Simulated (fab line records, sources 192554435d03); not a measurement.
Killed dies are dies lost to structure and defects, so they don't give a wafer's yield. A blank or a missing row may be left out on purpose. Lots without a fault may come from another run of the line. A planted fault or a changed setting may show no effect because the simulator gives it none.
Which tool did it? | flow n5_finfet | 6 lots, 15 wafers sampled, at 4 steps of a route of 1938

WHAT THE GAUGES READ, wafer by wafer
N5_PASSIVATION_CD_MEAS_30: target cd 4000 nm.
lot  | measured     | on        | cd_nm (nm)
L866 | day 12 18:29 | cd_sem-01 | 3999.3 4005.4 4005.8
L873 | day 13 19:43 | cd_sem-03 | 3999.2 4000.4
L877 | day 15 16:32 | cd_sem-03 | 4001.5 3999.4
L884 | day 17 05:24 | cd_sem-02 | 4001.9 4000.4
L882 | day 17 18:41 | cd_sem-01 | 4003.9 4005.0 4003.6
L887 | day 18 19:07 | cd_sem-03 | 4006.7 4002.2 4002.2

WHICH TOOL RAN EACH LOT (tool, then ch and the chambers of the sampled wafers, then the start)
lot  | N5_BEOL_M15_ETCH_38                | N5_PASSIVATION_VIA_ETCH_13         | N5_PASSIVATION_PRE_CLEAN_19
L866 | rie_diel-06 ch 0,2,3, day 12 09:49 | rie_diel-03 ch 1,2,3, day 12 17:24 | pvd_sputter-03, day 12 17:52
L873 | rie_diel-03 ch 1,3, day 13 07:22   | rie_diel-04 ch 1,2, day 13 18:29   | pvd_sputter-01, day 13 18:58
L877 | rie_diel-06 ch 0,3, day 15 06:00   | rie_diel-04 ch 1,3, day 15 15:05   | pvd_sputter-02, day 15 15:48
L884 | rie_diel-04 ch 1,3, day 16 17:14   | rie_diel-03 ch 2, day 17 04:16     | pvd_sputter-03, day 17 04:47
L882 | rie_diel-06 ch 1,2,3, day 17 09:21 | rie_diel-03 ch 0,3, day 17 17:12   | pvd_sputter-03, day 17 18:04
L887 | rie_diel-03 ch 0,1,3, day 18 10:11 | rie_diel-04 ch 1,2, day 18 17:47   | pvd_sputter-01, day 18 18:29
- N5_BEOL_M15_ETCH_38: etches SiCN in CF4/N2, target depth 106.4 nm, time 120.5 s.
- N5_PASSIVATION_VIA_ETCH_13: etches SiO2 in CHF3/O2, target depth 660 nm, time 330 s.
- N5_PASSIVATION_PRE_CLEAN_19

THE ANSWER, worked out from the rows above alone
Rule: what is usual is taken from the lots themselves. Put in order of their means at a reading, lots are off if they are a third of the lots or fewer, leave a main group of 4 or more, and stand apart from it by a gap of 3 or more times the standard deviation of the main group's means; of several such gaps the widest counts. A main group whose means are all the same, to the digits that the tables above print for the reading, isn't used. A lot without any number at a reading at which 4 lots or more have one is off too. The other lots that the step has rows for count as sound.
No lot is off at any reading shown: from this, nothing can be told.

WHAT THE SIMULATOR HAD PUT IN
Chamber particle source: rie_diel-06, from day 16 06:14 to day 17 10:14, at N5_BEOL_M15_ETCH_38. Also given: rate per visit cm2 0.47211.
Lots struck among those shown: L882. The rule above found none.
